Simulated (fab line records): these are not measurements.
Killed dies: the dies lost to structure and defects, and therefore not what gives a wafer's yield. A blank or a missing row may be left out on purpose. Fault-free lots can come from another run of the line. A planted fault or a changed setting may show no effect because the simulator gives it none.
Matching of chambers / flow nand harc / NHARC_A_CHANNEL_FILL_D1_STRIP_28 on rie diel-10 has 4 sister chambers
The step strips in O2, time 20 s. 20 wafers are shown with their chamber, then 10 later ones without.

== WAFERS WITH THEIR CHAMBER ==
wafer=L075.4; chamber=0; drypump motor current A (A)=5.23; oes product au (a.u.)=1.001; chamber pressure mTorr (mTorr)=59.99
wafer=L075.5; chamber=3; drypump motor current A (A)=5.96; oes product au (a.u.)=1.016; chamber pressure mTorr (mTorr)=60.03
wafer=L075.6; chamber=2; drypump motor current A (A)=5.30; oes product au (a.u.)=1.008; chamber pressure mTorr (mTorr)=59.90
wafer=L077.1; chamber=2; drypump motor current A (A)=5.32; oes product au (a.u.)=1.001; chamber pressure mTorr (mTorr)=60.01
wafer=L077.5; chamber=3; drypump motor current A (A)=5.94; oes product au (a.u.)=1.017; chamber pressure mTorr (mTorr)=59.96
wafer=L077.6; chamber=2; drypump motor current A (A)=5.29; oes product au (a.u.)=1.006; chamber pressure mTorr (mTorr)=59.94
wafer=L080.3; chamber=0; drypump motor current A (A)=5.21; oes product au (a.u.)=1.002; chamber pressure mTorr (mTorr)=59.87
wafer=L080.5; chamber=3; drypump motor current A (A)=5.93; oes product au (a.u.)=1.019; chamber pressure mTorr (mTorr)=60.05
wafer=L080.6; chamber=0; drypump motor current A (A)=5.21; oes product au (a.u.)=1.003; chamber pressure mTorr (mTorr)=60.05
wafer=L081.2; chamber=3; drypump motor current A (A)=5.97; oes product au (a.u.)=1.022; chamber pressure mTorr (mTorr)=59.88
wafer=L081.4; chamber=1; drypump motor current A (A)=5.56; oes product au (a.u.)=0.994; chamber pressure mTorr (mTorr)=60.06
wafer=L081.5; chamber=0; drypump motor current A (A)=5.22; oes product au (a.u.)=1.012; chamber pressure mTorr (mTorr)=59.99
wafer=L083.1; chamber=3; drypump motor current A (A)=5.95; oes product au (a.u.)=1.013; chamber pressure mTorr (mTorr)=60.01
wafer=L083.4; chamber=1; drypump motor current A (A)=5.49; oes product au (a.u.)=0.994; chamber pressure mTorr (mTorr)=60.12
wafer=L083.6; chamber=1; drypump motor current A (A)=5.55; oes product au (a.u.)=0.999; chamber pressure mTorr (mTorr)=60.02
wafer=L089.1; chamber=3; drypump motor current A (A)=5.97; oes product au (a.u.)=1.016; chamber pressure mTorr (mTorr)=59.97
wafer=L089.2; chamber=0; drypump motor current A (A)=5.22; oes product au (a.u.)=1.004; chamber pressure mTorr (mTorr)=60.01
wafer=L089.5; chamber=1; drypump motor current A (A)=5.53; oes product au (a.u.)=1.003; chamber pressure mTorr (mTorr)=60.10
wafer=L087.1; chamber=0; drypump motor current A (A)=5.23; oes product au (a.u.)=1.005; chamber pressure mTorr (mTorr)=59.99
wafer=L087.2; chamber=2; drypump motor current A (A)=5.34; oes product au (a.u.)=1.005; chamber pressure mTorr (mTorr)=59.84

SIGNATURES (averages over the wafers above)
reading=drypump motor current A; chamber 0=5.2200; chamber 1=5.5325; chamber 2=5.3125; chamber 3=5.9533; scatter within a chamber=0.0195
reading=oes product au; chamber 0=1.00450; chamber 1=0.99750; chamber 2=1.00500; chamber 3=1.01717; scatter within a chamber=0.0036
reading=chamber pressure mTorr; chamber 0=59.9833; chamber 1=60.0750; chamber 2=59.9225; chamber 3=59.9833; scatter within a chamber=0.0602
Rule: for a wafer and a chamber, the distance is found by dividing, reading by reading, the gap between the wafer's reading and the chamber's mean by the reading's scatter, squaring, summing and taking the root. If the next closest chamber is less than 2 further off than the closest, the wafer can't be placed; otherwise it belongs to the closest. The scatter: take each reading less its chamber's mean, square it, sum over the shown wafers, divide by the number of wafers less the number of chambers, and take the root.

== WAFERS MISSING THEIR CHAMBER ==
wafer=L087.4; drypump motor current A (A)=5.93; oes product au (a.u.)=1.009; chamber pressure mTorr (mTorr)=59.95
wafer=L092.1; drypump motor current A (A)=5.93; oes product au (a.u.)=1.017; chamber pressure mTorr (mTorr)=59.94
wafer=L092.3; drypump motor current A (A)=5.21; oes product au (a.u.)=1.002; chamber pressure mTorr (mTorr)=59.95
wafer=L092.4; drypump motor current A (A)=5.58; oes product au (a.u.)=1.008; chamber pressure mTorr (mTorr)=59.94
wafer=L094.1; drypump motor current A (A)=5.33; oes product au (a.u.)=1.007; chamber pressure mTorr (mTorr)=59.91
wafer=L094.2; drypump motor current A (A)=5.94; oes product au (a.u.)=1.017; chamber pressure mTorr (mTorr)=60.00
wafer=L094.6; drypump motor current A (A)=5.34; oes product au (a.u.)=1.006; chamber pressure mTorr (mTorr)=60.10
wafer=L096.1; drypump motor current A (A)=5.55; oes product au (a.u.)=0.986; chamber pressure mTorr (mTorr)=60.15
wafer=L096.2; drypump motor current A (A)=5.22; oes product au (a.u.)=1.001; chamber pressure mTorr (mTorr)=59.97
wafer=L096.4; drypump motor current A (A)=5.95; oes product au (a.u.)=1.014; chamber pressure mTorr (mTorr)=59.92

== EACH ONE'S CHAMBER ==
wafer=L087.4; from the rows above=3; in truth=3
wafer=L092.1; from the rows above=3; in truth=3
wafer=L092.3; from the rows above=0; in truth=0
wafer=L092.4; from the rows above=1; in truth=1
wafer=L094.1; from the rows above=2; in truth=2
wafer=L094.2; from the rows above=3; in truth=3
wafer=L094.6; from the rows above=2; in truth=2
wafer=L096.1; from the rows above=1; in truth=1
wafer=L096.2; from the rows above=0; in truth=0
wafer=L096.4; from the rows above=3; in truth=3
Placed correctly: 10 of 10. Not placeable from these rows: 0. 0 placed wrongly.
